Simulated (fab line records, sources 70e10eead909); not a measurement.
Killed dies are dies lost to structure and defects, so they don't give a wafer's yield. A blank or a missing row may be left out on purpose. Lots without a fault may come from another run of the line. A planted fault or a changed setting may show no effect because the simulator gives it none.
A struck lot beside a sound one | flow nand_harc | 15 steps out of a route of 1302
Sound: wafers L560.2, L560.4, L560.6. Struck: wafer L567.3. (L567.2, L567.5 of the same lot were not struck and are left out.) The cause comes at the end.
At each step with rows: each side's tool, then ch and its chambers, then its first start. Under that, the readings that differ: sound wafers | struck wafers | difference of the means | sigmas: that difference in standard deviations of wafers without a fault.
alike: readings whose means differ by less than 2 such deviations, and words and numbers that are the same on both sides. not compared: withheld readings, readings that some wafer has no value for, bounds like >300 that may hide the same value, and numbers for which the record gives no deviation and whose values overlap.
The two part at a step that has a row with sigmas, a row that says differs or no value, or rows on one side only. Numbers that don't overlap but have no deviation are shown without sigmas and don't part them. A reading that every wafer of one side lacks parts them only if that side has two wafers or more.

first, 8 steps without rows for these wafers: NHARC_A_CONTACT_COAT_61 (time 75 s); NHARC_A_CONTACT_COAT_62 (time 65 s); NHARC_A_CONTACT_COAT_63 (resist thk 90 nm); NHARC_A_CONTACT_SOFTBAKE_64 (time 55 s); NHARC_A_CONTACT_EBR_65; NHARC_A_CONTACT_EXPOSE_66 (exposes mask A CC 2); NHARC_A_CONTACT_PEB_67 (peb time 65 s); NHARC_A_CONTACT_DEVELOP_68 (develop time 35 s).
NHARC_A_CONTACT_CD_MEAS_69: target cd 300 nm.
  sound on cd_sem-03 ch 0, day 25 04:54; struck on cd_sem-01 ch 0, day 27 17:14
  alike: cd_nm
NHARC_A_CONTACT_OVL_MEAS_70:
  sound on overlay-02, day 25 04:59; struck on overlay-01, day 27 17:19
  alike: overlay_x_nm, overlay_y_nm
NHARC_A_CONTACT_INSPECT_71:
  sound on defect_inspect-01, day 25 05:01; struck on defect_inspect-02, day 27 17:21
  alike: raw_defect_count
NHARC_A_CONTACT_DESCUM_74: chemistry O2, time 3 s.
  sound on rie_diel-12 ch 2,3, day 25 05:07; struck on rie_diel-13 ch 3, day 27 17:25
  alike: drypump_motor_current_A, oes_product_au, rf_vpp_V, showerhead_plenum_p_Torr, throttle_valve_pct
  not compared: rf_hours_counter_h
NHARC_A_CONTACT_ETCH_75: etches the open film in CF4, target depth 39 nm, time 65 s.
  sound on rie_diel-12 ch 0,2,3, day 25 05:11; struck on rie_diel-13 ch 0, day 27 17:31
  reading                | sound                | struck | difference | sigmas
  run_length_s (s)       | 86.1 86.4 86.1       | 69.6   | -16.6      | -43
  throttle_valve_pct (%) | 13.287 13.282 13.278 | 13.303 | +0.021     | +2
  alike: drypump_motor_current_A, oes_product_au, rf_vpp_V, showerhead_plenum_p_Torr
  not compared: rf_hours_counter_h
NHARC_A_CONTACT_ETCH_76: etches the open film in N2/H2, target depth 260 nm, time 475.3 s.
  sound on rie_diel-12 ch 0,3; struck on rie_diel-13 ch 0
  reading                     | sound       | struck | difference | sigmas
  drypump_motor_current_A (A) | 5.9 6.3 5.9 | 5.1    | -0.9       | -2
  alike: oes_product_au, rf_vpp_V, run_length_s, showerhead_plenum_p_Torr, throttle_valve_pct
  not compared: rf_hours_counter_h
-- the record jumps here: 3 days lie between the struck wafers' starts before and after (it left off in module A_CONTACT and takes up again in module END, whose first step shown is number 1302 of the route) --
NHARC_END_SORT_01:
  sound on prober-01 ch 0, day 27 22:46; struck on prober-01 ch 0, day 30 10:37
  reading             | sound | struck | difference | sigmas
  killed_at_periphery | 1 0 2 | 12     | +11        | +3
  alike: killed_at_array, killed_at_other, killed_dies, killed_open, killed_short

WHERE THEY PART
First at NHARC_A_CONTACT_ETCH_75; last, within this record, at NHARC_END_SORT_01.

WHY: what the simulator had put in
Process parameter drift: rie_diel-13, from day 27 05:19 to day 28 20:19, at NHARC_A_CONTACT_ETCH_75. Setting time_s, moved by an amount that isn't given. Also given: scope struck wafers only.
